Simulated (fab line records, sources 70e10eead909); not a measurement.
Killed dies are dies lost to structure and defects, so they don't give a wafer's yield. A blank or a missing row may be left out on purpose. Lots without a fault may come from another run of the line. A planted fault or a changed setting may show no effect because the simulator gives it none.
fab line records | flow nand_harc
record lots=24 wafers=72 last_day=24
route steps=1159 shown P_GATE@190 P_CONTACT@241 P_M0@282 P_M1@295
lots that met no fault: from a run of the same line without faults
start_h: hours from the record's first day to the start of the lot's first wafer shown | wait_h: hours since the lot's step before | " the same as in the row above | L1.1+2: a row that stands for several wafers | - no value, or no start given | * or withheld: withheld | < > ~ a bound
route shown NAME@n: a module of which the file shows steps, and the number in the route of the first | usual: mean/standard deviation of fault-free wafers | same: alike in all rows | chamber/n: place in a boat | sites: the reading at each site | _std_site: their standard deviation | _edge_site: outer sites' mean less inner sites' | radius_mm: how far each site lies from the wafer's centre | mask NAME#n: copy n | behind: the tool/chamber that last shaped the wafer | hold: why the lot was held/for how many hours/how that ended | device: the transistor (n, p or np) that didn't switch | end of line: the same wafers' tests at the end of the route | a step without rows: its recipe alone | killed: dies lost to structure and defects at the first sort, not the wafer's yield | map: a wafer's dies, x killed, . not, _ none there
set.NAME: the setting as run; set.NAME@STEP: as run at that earlier step | model.NAME: the simulator's own value behind a step, which no gauge read
steps of the route over a sample of lots; a table a step, a row a wafer
services: from which hour (start_h, from the record's first day; less than 0 if before it) a tool's chamber was out of use, for how many hours, and why
## steps
# step NHARC_P_GATE_STRIP_76
# recipe power_w=1500 temp_c=250 chemistry=O2
# usual drypump_motor_current_A=5.6/0.41 heater_power_w=322/40
# columns lot.wafer tool chamber start_h wait_h drypump_motor_current_A heater_power_w rf_hours_counter_h
L074.4 plasma_asher-02 0 105.15 0.1 6.0 313 -
L074.5 " 1 " " 5.6 350 -
L074.6 " 0 " " 6.0 319 -
L075.1 plasma_asher-02 1 114.53 0.2 5.5 351 30
L075.5 " 1 " " 5.6 362 -
L075.6 " 0 " " 6.0 322 -
L077.2 plasma_asher-02 0 117.41 0.2 6.0 313 32
L077.1 " 1 " " 5.5 339 32
L077.4 " 0 " " 6.0 318 -
L076.3 plasma_asher-01 0 117.93 0.2 5.9 371 -
L076.5 " 0 " " 5.9 364 -
L076.6 " 1 " " 5.0 263 -
L078.4 plasma_asher-02 0 124.09 0.1 5.9 317 -
L078.5 " 1 " " 5.6 347 -
L078.6 " 0 " " 6.0 319 -
L079.1 plasma_asher-01 1 137.18 0.2 4.9 264 10
L079.2 " 0 " " 5.9 363 10
L079.6 " 1 " " 4.9 262 -
L081.1 plasma_asher-02 0 137.68 0.2 6.0 312 39
L081.2 " 1 " " 5.5 353 39
L081.4 " 0 " " 5.9 314 -
L080.3 plasma_asher-01 1 137.97 0.1 4.9 264 -
L080.6 " 0 " " 5.9 365 -
L080.5 " 1 " " 4.9 256 -
L082.4 plasma_asher-01 1 155.47 0.1 4.9 264 -
L082.5 " 0 " " 5.9 364 -
L082.6 " 1 " " 4.9 265 -
L083.4 plasma_asher-02 0 158.50 0.1 5.9 322 -
L083.5 " 1 " " 5.5 351 -
L083.6 " 0 " " 5.9 309 -
L084.2 plasma_asher-02 0 162.93 0.2 6.0 316 49
L084.1 " 1 " " 5.5 352 49
L084.4 " 1 " " 5.6 344 -
L085.2 plasma_asher-02 0 164.46 0.2 6.0 325 50
L085.4 " 1 " " 5.6 351 -
L085.6 " 0 " " 6.0 315 -
L088.1 plasma_asher-01 1 180.01 0.2 4.9 262 26
L088.3 " 1 " " 4.9 264 -
L088.6 " 0 " " 5.8 369 -
L087.1 plasma_asher-02 0 180.18 0.2 6.0 320 55
L087.6 " 0 " " 6.0 323 -
L087.5 " 1 " " 5.5 344 -
L086.1 plasma_asher-01 1 180.52 0.2 4.9 264 27
L086.3 " 0 " " 5.9 366 -
L086.6 " 1 " " 4.9 251 -
L089.4 plasma_asher-01 0 195.64 0.2 5.9 359 -
L089.6 " 0 " " 5.9 360 -
L089.5 " 1 " " 4.9 260 -
L090.1 plasma_asher-01 0 196.62 0.2 5.9 364 33
L090.4 " 0 " " 5.9 361 -
L090.5 " 0 " " 5.9 353 -
L091.1 plasma_asher-02 1 203.41 0.2 5.6 356 4
L091.4 " 0 " " 6.0 308 -
L091.3 " 1 " " 5.5 342 -
L092.2 plasma_asher-02 0 213.46 0.2 6.0 292 5
L092.1 " 1 " " 5.6 360 5
L092.5 " 0 " " 5.9 311 -
L093.1 plasma_asher-02 1 218.09 0.2 5.6 351 6
L093.3 " 1 " " 5.6 351 -
L093.4 " 0 " " 6.0 304 -
L094.1 plasma_asher-01 0 225.40 0.2 5.9 369 41
L094.2 " 1 " " 4.9 260 41
L094.4 " 0 " " 5.8 363 -
L095.3 plasma_asher-01 0 228.24 0.2 5.9 358 -
L095.4 " 1 " " 4.9 258 -
L095.6 " 0 " " 5.9 367 -
L096.2 plasma_asher-01 1 234.94 0.2 4.9 265 46
L096.1 " 0 " " 5.9 362 46
L096.6 " 0 " " 5.9 363 -
L097.2 plasma_asher-01 1 244.10 0.2 4.9 258 49
L097.1 " 0 " " 5.9 360 49
L097.4 " 0 " " 5.9 358 -
# step NHARC_P_GATE_RTA_80
# recipe temp_c=300 time_s=30
# usual lamp_power_pct=2.21/0.24 lamp_zone_7_pct=2.32/0.25 wafer_temp_C_max=301.7/0.77
# same time_s=30
# columns lot.wafer tool chamber start_h wait_h lamp_power_pct lamp_zone_7_pct wafer_temp_C_max
L074.4 rtp_anneal-01 0 108.57 - 1.93 2.03 300.6
L074.5 " 0 " " 1.93 2.02 300.6
L074.6 " 0 " " 1.93 2.03 300.8
L075.1 rtp_anneal-01 0 118.04 - 1.93 2.02 301.2
L075.5 " 0 " " 1.93 2.02 301.1
L075.6 " 0 " " 1.93 2.02 301.2
L077.1 rtp_anneal-02 0 120.61 - 2.41 2.53 301.9
L077.2 " 0 " " 2.41 2.52 302.6
L077.4 " 0 " " 2.41 2.53 302.7
L076.3 rtp_anneal-02 0 121.49 - 2.41 2.53 301.6
L076.5 " 0 " " 2.42 2.53 302.6
L076.6 " 0 " " 2.41 2.53 301.9
L078.4 rtp_anneal-01 0 127.73 - 1.93 2.02 300.5
L078.5 " 0 " " 1.93 2.02 300.7
L078.6 " 0 " " 1.93 2.02 300.7
L079.1 rtp_anneal-02 0 140.82 - 2.41 2.53 302.2
L079.2 " 0 " " 2.41 2.53 302.2
L079.6 " 0 " " 2.41 2.52 302.8
L081.1 rtp_anneal-01 0 141.25 - 1.93 2.02 300.8
L081.2 " 0 " " 1.93 2.02 300.8
L081.4 " 0 " " 1.93 2.02 300.8
L080.3 rtp_anneal-01 0 141.56 - 1.93 2.02 300.6
L080.5 " 0 " " 1.93 2.02 300.5
L080.6 " 0 " " 1.93 2.02 300.5
L082.4 rtp_anneal-01 0 159.15 - 1.93 2.02 300.8
L082.5 " 0 " " 1.93 2.03 300.5
L082.6 " 0 " " 1.93 2.02 300.9
L083.4 rtp_anneal-02 0 161.76 - 2.41 2.53 302.2
L083.5 " 0 " " 2.41 2.53 302.5
L083.6 " 0 " " 2.41 2.53 302.0
L084.1 rtp_anneal-01 0 166.28 - 1.93 2.03 300.7
L084.2 " 0 " " 1.93 2.03 300.6
L084.4 " 0 " " 1.93 2.03 301.0
L085.2 rtp_anneal-02 0 168.01 - 2.41 2.53 301.8
L085.4 " 0 " " 2.41 2.52 302.0
L085.6 " 0 " " 2.41 2.53 302.0
L088.1 rtp_anneal-02 0 183.41 - 2.41 2.52 302.2
L088.3 " 0 " " 2.41 2.53 302.2
L088.6 " 0 " " 2.41 2.53 303.1
L087.1 rtp_anneal-02 0 183.67 - 2.41 2.52 301.9
L087.5 " 0 " " 2.41 2.53 302.4
L087.6 " 0 " " 2.41 2.53 303.0
L086.1 rtp_anneal-02 0 184.34 - 2.41 2.53 302.3
L086.3 " 0 " " 2.41 2.53 302.9
L086.6 " 0 " " 2.41 2.53 302.3
L089.4 rtp_anneal-01 0 199.14 - 1.93 2.03 301.3
L089.5 " 0 " " 1.93 2.03 300.9
L089.6 " 0 " " 1.93 2.03 301.2
L090.1 rtp_anneal-02 0 200.13 - 2.41 2.53 301.7
L090.4 " 0 " " 2.41 2.53 302.9
L090.5 " 0 " " 2.41 2.53 301.9
L091.1 rtp_anneal-01 0 206.68 - 1.94 2.03 301.3
L091.3 " 0 " " 1.93 2.03 301.2
L091.4 " 0 " " 1.94 2.03 301.4
L092.1 rtp_anneal-02 0 216.91 - 2.41 2.52 302.5
L092.2 " 0 " " 2.41 2.52 302.0
L092.5 " 0 " " 2.41 2.52 302.8
L093.1 rtp_anneal-02 0 221.51 - 2.41 2.53 302.7
L093.3 " 0 " " 2.42 2.53 302.2
L093.4 " 0 " " 2.41 2.53 302.4
L094.1 rtp_anneal-02 0 228.90 - 2.41 2.53 302.2
L094.2 " 0 " " 2.42 2.53 303.2
L094.4 " 0 " " 2.41 2.53 302.5
L095.3 rtp_anneal-02 0 235.00 - 2.41 2.53 302.0
L095.4 " 0 " " 2.41 2.52 301.7
L095.6 " 0 " " 2.41 2.52 302.6
L096.1 rtp_anneal-01 0 238.63 - 1.94 2.03 300.9
L096.2 " 0 " " 1.93 2.03 301.1
L096.6 " 0 " " 1.94 2.03 301.1
L097.1 rtp_anneal-02 0 247.54 - 2.41 2.52 302.4
L097.2 " 0 " " 2.41 2.53 302.1
L097.4 " 0 " " 2.41 2.53 302.5
# step NHARC_P_CONTACT_CD_MEAS_19
# usual cd_nm=89.8/1.5
# columns lot.wafer tool chamber start_h wait_h cd_nm
L074.4 cd_sem-02 - 111.90 - 87.6
L074.5 " - " " 86.2
L074.6 " - " " 88.9
L075.1 cd_sem-02 - 121.51 - 89.3
L075.5 " - " " 87.7
L075.6 " - " " 88.3
L077.1 cd_sem-02 - 123.97 - 87.5
L077.2 " - " " 90.4
L077.4 " - " " 88.9
L076.3 cd_sem-01 - 124.68 - 89.9
L076.5 " - " " 88.7
L076.6 " - " " 87.6
L078.4 cd_sem-01 - 131.33 - 91.3
L078.5 " - " " 89.5
L078.6 " - " " 90.9
L081.1 cd_sem-03 - 144.56 - 90.1
L081.2 " - " " 88.1
L081.4 " - " " 90.0
L079.1 cd_sem-02 - 144.84 - 89.9
L079.2 " - " " 87.7
L079.6 " - " " 88.2
L080.3 cd_sem-02 - 145.70 - 92.2
L080.5 " - " " 91.9
L080.6 " - " " 89.0
L082.4 cd_sem-03 - 162.58 - 89.6
L082.5 " - " " 89.6
L082.6 " - " " 91.6
L083.4 cd_sem-01 - 165.18 - 88.4
L083.5 " - " " 91.1
L083.6 " - " " 89.2
L084.1 cd_sem-03 - 169.63 - 89.0
L084.2 " - " " 89.7
L084.4 " - " " 92.0
L085.2 cd_sem-02 - 171.48 - 91.2
L085.4 " - " " 87.6
L085.6 " - " " 90.9
L088.1 cd_sem-01 - 186.67 - 93.8
L088.3 " - " " 88.9
L088.6 " - " " 91.3
L087.1 cd_sem-01 - 187.08 - 88.7
L087.5 " - " " 88.4
L087.6 " - " " 87.4
L086.1 cd_sem-01 - 187.69 - 90.2
L086.3 " - " " 89.0
L086.6 " - " " 91.8
L089.4 cd_sem-03 - 202.55 - 90.8
L089.5 " - " " 91.3
L089.6 " - " " 90.7
L090.1 cd_sem-01 - 203.48 - 88.6
L090.4 " - " " 89.6
L090.5 " - " " 88.3
L091.1 cd_sem-01 - 210.29 - 88.1
L091.3 " - " " 90.3
L091.4 " - " " 92.3
L092.1 cd_sem-03 - 220.36 - 89.5
L092.2 " - " " 89.3
L092.5 " - " " 89.1
L093.1 cd_sem-03 - 224.83 - 90.3
L093.3 " - " " 92.9
L093.4 " - " " 89.1
L094.1 cd_sem-03 - 232.26 - 90.2
L094.2 " - " " 89.7
L094.4 " - " " 91.1
L095.3 cd_sem-03 - 238.17 - 91.4
L095.4 " - " " 91.5
L095.6 " - " " 89.9
L096.1 cd_sem-02 - 242.09 - 90.5
L096.2 " - " " 90.1
L096.6 " - " " 90.1
L097.1 cd_sem-02 - 251.11 - 91.2
L097.2 " - " " 91.5
L097.4 " - " " 91.8
# step NHARC_P_CONTACT_STRIP_28
# recipe o2_flow_sccm=500 ar_flow_sccm=0 bias_w=0 chemistry=O2
# usual chamber_pressure_mTorr=59.99/0.074 drypump_motor_current_A=5.9/0.47 oes_product_au=0.996/0.011 rf_vpp_V=57.9/0.88 showerhead_plenum_p_Torr=3.55/0.14 throttle_valve_pct=17.036/0.0086
# columns lot.wafer tool chamber start_h wait_h chamber_pressure_mTorr drypump_motor_current_A oes_product_au rf_hours_counter_h rf_vpp_V showerhead_plenum_p_Torr throttle_valve_pct
L074.4 rie_diel-08 3 111.98 0.1 60.06 5.8 0.986 11 57.8 3.73 17.042
L074.5 " 2 " " 60.04 5.0 0.991 - 60.6 3.69 17.050
L074.6 " 3 " " 60.04 5.8 0.987 - 58.4 3.73 17.029
L075.1 rie_diel-08 3 121.62 0.1 59.98 5.8 0.994 13 58.6 3.73 17.032
L075.5 " 1 " " 59.96 6.3 1.001 - 57.0 3.55 17.042
L075.6 " 2 " " 60.01 5.0 0.992 - 57.0 3.69 17.048
L077.4 rie_diel-10 0 124.05 0.1 60.09 6.2 1.001 39 58.4 3.74 17.044
L077.1 " 2 " " 59.98 6.4 0.985 41 58.3 3.67 17.038
L077.2 " 3 " " 60.06 6.0 1.000 39 56.9 3.31 17.040
L076.3 rie_diel-08 2 124.77 0.1 59.90 5.0 1.002 17 57.3 3.69 17.048
L076.5 " 1 " " 59.91 6.3 1.002 - 57.6 3.55 17.049
L076.6 " 2 " " 59.90 5.0 1.000 - 57.4 3.69 17.044
L078.6 rie_diel-10 2 131.46 0.1 60.01 6.4 0.997 - 60.0 3.66 17.031
L078.5 " 3 " " 60.01 6.0 1.011 - 56.7 3.30 17.048
L078.4 " 0 " " 59.93 6.2 1.016 - 57.6 3.74 17.028
L081.2 rie_diel-08 2 144.64 0.1 60.01 5.0 1.005 1 59.3 3.69 17.030
L081.1 " 0 " " 59.93 6.2 0.991 1 59.4 3.54 17.034
L081.4 " 1 " " 60.07 6.3 1.003 1 58.0 3.55 17.026
L079.2 rie_diel-04 0 144.91 0.1 59.95 6.0 0.989 4 57.1 3.40 17.030
L079.1 " 3 " " 59.99 6.7 0.990 4 57.1 3.38 17.043
L079.6 " 0 " " 60.09 5.9 0.974 - 57.0 3.40 17.041
L080.3 rie_diel-04 0 145.80 0.1 60.09 5.9 0.982 4 57.1 3.40 17.050
L080.6 " 2 " " 59.95 5.4 1.005 - 56.8 3.62 17.042
L080.5 " 3 " " 59.87 6.7 0.996 - 57.7 3.38 17.030
L082.4 rie_diel-04 3 162.71 0.1 59.97 6.7 0.999 - 56.2 3.38 17.033
L082.5 " 1 " " 60.01 5.6 0.988 - 56.7 3.37 17.037
L082.6 " 2 " " 59.91 5.4 1.005 - 57.5 3.62 17.032
L083.4 rie_diel-08 1 165.31 0.1 60.16 6.3 0.991 - 58.4 3.55 17.046
L083.5 " 3 " " 59.92 5.8 0.989 - 59.8 3.72 17.035
L083.6 " 0 " " 59.93 6.2 0.983 - 57.8 3.54 17.030
L084.1 rie_diel-08 0 169.72 0.1 59.98 6.1 0.980 3 58.1 3.54 17.044
L084.2 " 1 " " 59.97 6.2 0.985 3 58.2 3.55 17.036
L084.4 " 2 " " 59.94 5.0 1.013 3 57.9 3.69 17.027
L085.2 rie_diel-08 1 171.56 0.1 59.97 6.3 1.005 3 58.3 3.55 17.043
L085.4 " 2 " " 59.96 5.0 1.018 3 58.9 3.69 17.029
L085.6 " 0 " " 60.00 6.2 0.996 - 57.3 3.54 17.030
L088.1 rie_diel-08 0 186.76 0.1 60.03 6.1 0.998 4 58.1 3.54 17.047
L088.3 " 2 " " 60.02 5.0 1.008 4 59.0 3.69 17.038
L088.6 " 3 " " 60.06 5.8 0.990 - 58.0 3.72 17.036
L087.1 rie_diel-08 2 187.18 0.1 59.94 5.0 1.004 4 59.2 3.69 17.031
L087.6 " 0 " " 60.08 6.1 0.985 - 58.0 3.54 17.027
L087.5 " 1 " " 59.97 6.3 0.992 - 58.0 3.55 17.037
L086.1 rie_diel-08 1 187.80 0.1 59.99 6.3 0.995 4 57.2 3.55 17.028
L086.3 " 2 " " 60.03 5.0 1.007 4 57.7 3.69 17.040
L086.6 " 1 " " 60.05 6.3 0.991 - 58.1 3.55 17.040
L089.4 rie_diel-10 3 202.61 0.1 60.05 6.0 1.023 6 55.8 3.29 17.028
L089.5 " 3 " " 59.91 6.0 1.027 - 57.0 3.29 17.045
L089.6 " 0 " " 60.06 6.2 1.015 - 59.7 3.72 17.050
L090.1 rie_diel-08 1 203.59 0.1 60.09 6.3 0.998 5 57.1 3.55 17.042
L090.4 " 2 " " 60.01 5.0 1.000 6 59.6 3.69 17.029
L090.5 " 3 " " 59.96 5.8 0.997 - 58.0 3.72 17.040
L091.1 rie_diel-04 0 210.37 0.1 59.94 6.0 0.985 6 56.7 3.40 17.053
L091.4 " 1 " " 59.97 5.6 0.993 10 57.0 3.37 17.030
L091.3 " 3 " " 60.03 6.7 0.996 10 57.7 3.37 17.034
L092.1 rie_diel-08 2 220.45 0.1 59.40 5.0 1.006 7 57.8 3.69 17.030
L092.2 " 3 " " 60.03 5.8 0.989 7 59.4 3.72 17.040
L092.5 " 2 " " 60.02 5.0 1.013 - 58.2 3.69 17.037
L093.3 rie_diel-04 3 224.91 0.1 60.02 6.7 1.011 12 59.0 3.37 17.033
L093.4 " 0 " " 59.99 5.9 0.992 7 59.8 3.40 17.028
L093.1 " 1 " " 60.06 5.6 0.998 11 57.0 3.37 17.032
L094.4 rie_diel-04 2 232.33 0.1 60.11 5.4 1.006 13 57.5 3.61 17.017
L094.1 " 3 " " 59.98 6.6 0.998 14 56.6 3.37 17.018
L094.2 " 0 " " 60.00 5.9 0.992 9 56.9 3.40 17.031
L095.3 rie_diel-04 1 238.26 0.1 60.04 5.6 1.000 13 57.6 3.37 17.014
L095.4 " 0 " " 59.94 6.0 0.986 9 58.5 3.40 17.036
L095.6 " 1 " " 60.07 5.6 0.997 - 58.5 3.37 17.023
L096.2 rie_diel-08 0 242.18 0.1 59.95 6.1 0.992 10 56.1 3.53 17.029
L096.1 " 1 " " 60.02 6.3 0.986 10 56.9 3.54 17.018
L096.6 " 3 " " 59.87 5.8 0.983 - 58.9 3.72 17.026
L097.4 rie_diel-04 1 251.18 0.1 60.03 5.6 0.995 14 58.5 3.37 17.046
L097.1 " 2 " " 59.87 5.4 1.014 14 58.1 3.61 17.027
L097.2 " 3 " " 59.95 6.7 1.000 15 58.0 3.37 17.046
# step NHARC_P_M0_INSPECT_27
# usual raw_defect_count=302/110
# columns lot.wafer tool chamber start_h wait_h raw_defect_count
L074.4 defect_inspect-01 - 121.00 0.0 295
L074.5 " - " " 168
L074.6 " - " " 572
L075.1 defect_inspect-01 - 132.75 0.0 820
L075.5 " - " " 390
L075.6 " - " " 336
L077.1 defect_inspect-02 - 142.66 0.0 222
L077.2 " - " " 273
L077.4 " - " " 248
L076.3 defect_inspect-01 - 143.22 0.0 296
L076.5 " - " " 525
L076.6 " - " " 221
L078.4 defect_inspect-02 - 144.45 0.0 309
L078.5 " - " " 529
L078.6 " - " " 333
L081.1 defect_inspect-02 - 150.31 0.0 287
L081.2 " - " " 222
L081.4 " - " " 314
L079.1 defect_inspect-02 - 150.56 0.0 204
L079.2 " - " " 363
L079.6 " - " " 273
L080.3 defect_inspect-01 - 154.02 0.0 253
L080.5 " - " " 200
L080.6 " - " " 214
L082.4 defect_inspect-01 - 168.53 0.0 378
L082.5 " - " " 222
L082.6 " - " " 223
L083.4 defect_inspect-02 - 175.80 0.0 382
L083.5 " - " " 498
L083.6 " - " " 345
L084.1 defect_inspect-01 - 176.93 0.0 242
L084.2 " - " " 388
L084.4 " - " " 354
L085.2 defect_inspect-01 - 183.53 0.0 262
L085.4 " - " " 384
L085.6 " - " " 244
L088.1 defect_inspect-01 - 196.64 0.0 537
L088.3 " - " " 362
L088.6 " - " " 757
L087.1 defect_inspect-02 - 199.18 0.0 302
L087.5 " - " " 233
L087.6 " - " " 405
L086.1 defect_inspect-02 - 199.56 0.0 526
L086.3 " - " " 243
L086.6 " - " " 288
L089.4 defect_inspect-02 - 208.37 0.0 360
L089.5 " - " " 232
L089.6 " - " " 316
L090.1 defect_inspect-02 - 209.47 0.0 228
L090.4 " - " " 188
L090.5 " - " " 195
L091.1 defect_inspect-02 - 216.42 0.0 265
L091.3 " - " " 131
L091.4 " - " " 268
L092.1 defect_inspect-02 - 226.41 0.0 176
L092.2 " - " " 150
L092.5 " - " " 172
L093.1 defect_inspect-01 - 230.52 0.0 236
L093.3 " - " " 327
L093.4 " - " " 324
L094.1 defect_inspect-02 - 242.03 0.0 281
L094.2 " - " " 179
L094.4 " - " " 240
L095.3 defect_inspect-01 - 246.71 0.0 298
L095.4 " - " " 330
L095.6 " - " " 327
L096.1 defect_inspect-01 - 248.15 0.0 214
L096.2 " - " " 279
L096.6 " - " " 340
L097.1 defect_inspect-02 - 260.10 0.1 201
L097.2 " - " " 166
L097.4 " - " " 298
# step NHARC_P_M1_CD_MEAS_09
# recipe target_cd_nm=130 landing_energy_ev=500
# usual cd_nm=129.9/0.7
# columns lot.wafer tool chamber start_h wait_h cd_nm
L074.4 cd_sem-03 0 122.40 - 130.1
L074.5 " 0 " " 130.1
L074.6 " 0 " " 130.3
L075.1 cd_sem-01 0 134.02 - 128.8
L075.5 " 0 " " 129.8
L075.6 " 0 " " 130.2
L077.1 cd_sem-03 0 144.14 - 130.1
L077.2 " 0 " " 129.0
L077.4 " 0 " " 129.4
L076.3 cd_sem-02 0 144.62 - 129.3
L076.5 " 0 " " 130.7
L076.6 " 0 " " 129.3
L078.4 cd_sem-01 0 145.90 - 130.3
L078.5 " 0 " " 130.2
L078.6 " 0 " " 129.7
L081.1 cd_sem-03 0 151.56 - 129.2
L081.2 " 0 " " 129.2
L081.4 " 0 " " 129.8
L079.1 cd_sem-03 0 152.00 - 130.1
L079.2 " 0 " " 129.4
L079.6 " 0 " " 129.2
L080.3 cd_sem-01 0 156.25 - 129.4
L080.5 " 0 " " 129.9
L080.6 " 0 " " 129.5
L082.4 cd_sem-01 0 170.05 - 129.4
L082.5 " 0 " " 130.0
L082.6 " 0 " " 128.8
L083.4 cd_sem-02 0 177.07 - 129.2
L083.5 " 0 " " 130.0
L083.6 " 0 " " 129.0
L084.1 cd_sem-02 0 178.22 - 129.2
L084.2 " 0 " " 129.0
L084.4 " 0 " " 130.2
L085.2 cd_sem-01 0 184.93 - 129.6
L085.4 " 0 " " 129.2
L085.6 " 0 " " 129.0
L088.1 cd_sem-01 0 198.01 - 130.0
L088.3 " 0 " " 130.0
L088.6 " 0 " " 130.3
L087.1 cd_sem-01 0 200.64 - 130.7
L087.5 " 0 " " 130.8
L087.6 " 0 " " 130.9
L086.1 cd_sem-03 0 201.03 - 131.2
L086.3 " 0 " " 130.4
L086.6 " 0 " " 130.6
L089.4 cd_sem-01 0 209.75 - 130.2
L089.5 " 0 " " 130.2
L089.6 " 0 " " 129.6
L090.1 cd_sem-03 0 210.87 - 129.2
L090.4 " 0 " " 129.4
L090.5 " 0 " " 129.2
L091.1 cd_sem-03 0 217.67 - 129.7
L091.3 " 0 " " 130.4
L091.4 " 0 " " 130.4
L092.1 cd_sem-03 0 227.68 - 129.2
L092.2 " 0 " " 129.6
L092.5 " 0 " " 129.2
L093.1 cd_sem-01 0 231.76 - 129.5
L093.3 " 0 " " 129.7
L093.4 " 0 " " 129.6
L094.1 cd_sem-02 0 243.60 - 130.3
L094.2 " 0 " " 131.4
L094.4 " 0 " " 130.8
L095.3 cd_sem-01 0 248.27 - 129.3
L095.4 " 0 " " 129.0
L095.6 " 0 " " 128.9
L096.1 cd_sem-03 0 249.52 - 130.2
L096.2 " 0 " " 130.3
L096.6 " 0 " " 130.4
L097.1 cd_sem-03 0 261.51 - 131.6
L097.2 " 0 " " 130.7
L097.4 " 0 " " 130.8
## services
# columns tool chamber start_h hours kind
rie_diel-08 0 87.23 7.7 repair
plasma_asher-01 - 99.00 9.0 pm
rie_diel-08 0 103.80 - clean
rie_diel-08 1 103.80 - clean
rie_diel-08 2 103.80 - clean
rie_diel-08 3 103.80 - clean
rie_diel-10 3 107.53 2.0 repair
rie_diel-04 0 109.71 8.6 repair
rie_diel-04 - 111.93 9.0 pm
rie_diel-08 0 124.85 9.0 vent_cycle
rie_diel-08 1 124.85 9.0 vent_cycle
rie_diel-08 3 124.85 9.0 vent_cycle
rie_diel-10 1 128.80 7.5 repair
rie_diel-08 0 133.85 - clean
rie_diel-08 1 133.85 - clean
rie_diel-04 0 152.34 20.3 repair
rie_diel-08 2 164.44 5.3 repair
rie_diel-10 - 176.53 9.0 pm
rie_diel-04 - 179.77 26.1 repair
plasma_asher-02 - 183.52 9.0 pm
rie_diel-08 1 187.94 7.2 repair
rie_diel-10 2 188.52 8.1 repair
rie_diel-10 0 232.39 22.6 repair
rie_diel-08 - 245.89 0.8 repair
## key
fault none
